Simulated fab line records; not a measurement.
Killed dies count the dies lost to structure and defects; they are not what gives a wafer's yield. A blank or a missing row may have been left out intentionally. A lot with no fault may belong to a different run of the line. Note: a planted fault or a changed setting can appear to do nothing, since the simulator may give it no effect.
The same fault as seen by 2 desks :: flow nand_harc :: what lay behind the numbers comes last; until then each desk has only its own

== THE METROLOGY DESK ==
Means of the sampled wafers that have a number, per lot and without regard to the tool the lot ran on: this is what the gauges read. Marked OUT: a lot whose mean sits more than 4 standard deviations from the usual mean, which makes it out of limits; the brackets give that distance.
Columns: A = cd_nm at NHARC_P_CONTACT_CD_MEAS_19, usual 89.5 nm; B = cd_nm at NHARC_P_M0_CD_MEAS_09, usual 90.2 nm
lot: L949
first seen here: day 6 04:55
A: 89.1
B: 89.4

lot: L950
first seen here: day 6 06:25
A: 88.3
B: 90.4

lot: L953
first seen here: day 6 14:05
A: 88.2
B: 90.8

lot: L951
first seen here: day 6 20:40
A: 91.5
B: 90.6

lot: L954
first seen here: day 7 03:05
A: 89.9
B: 90.5

lot: L957
first seen here: day 7 17:45
A: 88.8
B: 90.6

lot: L958
first seen here: day 7 18:13
A: 88.0
B: 89.8

lot: L960
first seen here: day 8 23:52
A: 90.7
B: 90.3

lot: L962
first seen here: day 9 10:37
A: 90.4
B: 90.1

lot: L963
first seen here: day 9 11:42
A: 90.5
B: 90.4

lot: L966
first seen here: day 10 07:17
A: 89.6
B: 91.8
This desk's finding: nothing out of limits on any of the 11 lots.

== THE TOOL OWNER'S DESK: litho_track-04 ==
The tool's own readings at NHARC_P_M0_PEB_07 (peb time 65 s): means of the sampled wafers that have a number, for each lot that ran on this tool. Marked OUT: a lot whose mean sits more than 4 standard deviations from the usual mean, which makes it out of limits; the brackets give that distance.
Columns: A = exhaust_pa at NHARC_P_M0_PEB_07, usual 45.2 Pa
lot: L949
first seen here: day 6 11:20
A: 46.1

lot: L958
first seen here: day 7 21:42
A: 46.5

lot: L960
first seen here: day 9 04:13
A: 44.7

lot: L962
first seen here: day 9 18:56
A: 44.1

lot: L966
first seen here: day 10 10:11
A: 45.2
This desk's finding: nothing out of limits on any of the 5 lots.

== TAKEN TOGETHER ==
The metrology desk saw nothing out of limits.
Nothing out of limits was seen by the tool owner's desk.

== WHAT THE SIMULATOR HAD PUT IN ==
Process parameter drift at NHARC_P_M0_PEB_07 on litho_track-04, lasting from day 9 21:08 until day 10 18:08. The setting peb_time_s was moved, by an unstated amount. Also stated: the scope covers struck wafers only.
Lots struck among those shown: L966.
